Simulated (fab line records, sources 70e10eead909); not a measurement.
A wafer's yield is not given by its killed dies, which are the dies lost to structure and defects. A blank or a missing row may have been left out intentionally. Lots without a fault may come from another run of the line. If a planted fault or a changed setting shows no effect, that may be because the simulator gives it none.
Which of the tools did it?	flow nand-harc	Sampling: 6 lots, 18 wafers, 5 of 1159 route steps

## WHAT EACH GAUGE READ, for each wafer
NHARC_P_GATE_CD_MEAS_11: target cd 1640 nm.
lot	measured	on	cd-nm (nm)
L686	day 4 17:35	cd-sem-01	1638.1 1640.1 1641.8
L690	day 5 14:00	cd-sem-01	1640.8 1643.4 1643.3
L692	day 5 19:55	cd-sem-03	1640.7 1639.6 1640.9
L694	day 6 09:54	cd-sem-03	1637.8 1638.2 1637.7
L696	day 7 07:11	cd-sem-02	1639.4 1639.1 1637.5
L700	day 8 01:22	cd-sem-03	- - -

## WHICH TOOL RAN EACH LOT (tool, then ch and the chambers of the sampled wafers, then the start)
lot	NHARC_P_ZERO_WELL_DESCUM_54	NHARC_P_ZERO_WELL_RTA_42	NHARC_P_STI_ETCH_42	NHARC_P_GATE_EXPOSE_08
L686	rie-diel-05 ch 1,2, day 2 06:05	rtp-anneal-02 ch 0, day 2 07:15	rie-diel-03 ch 0,1,2, day 3 01:29	krf-scanner-03 ch 0, day 4 17:25
L690	rie-diel-05 ch 2,3, day 3 06:05	rtp-anneal-01 ch 0, day 3 07:11	rie-diel-11 ch 0,1,2, day 4 00:40	krf-scanner-02 ch 0, day 5 13:50
L692	rie-diel-05 ch 1,2, day 3 17:48	rtp-anneal-02 ch 0, day 3 18:47	rie-diel-03 ch 1,3, day 4 07:44	krf-scanner-03 ch 0, day 5 19:46
L694	rie-diel-05 ch 1,2,3, day 4 05:55	rtp-anneal-01 ch 0, day 4 06:54	rie-diel-03 ch 0,2,3, day 4 22:32	krf-scanner-02 ch 0, day 6 09:45
L696	rie-diel-06 ch 0,3, day 4 17:50	rtp-anneal-02 ch 0, day 4 18:49	rie-diel-11 ch 1,3, day 5 11:17	krf-scanner-04 ch 0, day 7 07:01
L700	rie-diel-10 ch 1,3, day 5 17:42	rtp-anneal-02 ch 0, day 5 18:53	rie-diel-07 ch 1,2, day 6 11:03	krf-scanner-02 ch 0, day 8 01:13
- NHARC_P_ZERO_WELL_DESCUM_54: chemistry O2, time 3 s.
- NHARC_P_ZERO_WELL_RTA_42: time 300 s.
- NHARC_P_STI_ETCH_42: etches the open film in N2/H2, target depth 80 nm, overetch 24 nm, time 61 s.
- NHARC_P_GATE_EXPOSE_08: exposes mask P HV.

## THE ANSWER, worked out from the rows above alone
Rule: what is usual is taken from the lots themselves. The widest of any qualifying gaps counts: lots, ordered by their means at a reading, are off when they make up no more than a third of the lots, leave a main group of 4 or more, and stand apart from it by 3 or more times the standard deviation of that group's means. If all means in a main group match to the digits the tables above print for the reading, that group is not used. Also off: a lot with no number at a reading for which 4 or more lots have one. Any other lot the step has rows for is counted as sound.
Off: L700 (NHARC_P_GATE_CD_MEAS_11, cd-nm). Without a number there: L700. The main group: mean 1639.9 nm, standard deviation 1.6.
If a tool, at a process step before that reading, ran all the lots that are off and no sound lot after the first of them, it fits. Gauges at NHARC_P_GATE_CD_MEAS_11: tried the same way as those tools. Can't be told from this: 5 tools fit, rie-diel-10 at NHARC_P_ZERO_WELL_DESCUM_54, rtp-anneal-02 at NHARC_P_ZERO_WELL_RTA_42, rie-diel-07 at NHARC_P_STI_ETCH_42, krf-scanner-02 at NHARC_P_GATE_EXPOSE_08, cd-sem-03 at NHARC_P_GATE_CD_MEAS_11.

## WHAT THE SIMULATOR PUT IN
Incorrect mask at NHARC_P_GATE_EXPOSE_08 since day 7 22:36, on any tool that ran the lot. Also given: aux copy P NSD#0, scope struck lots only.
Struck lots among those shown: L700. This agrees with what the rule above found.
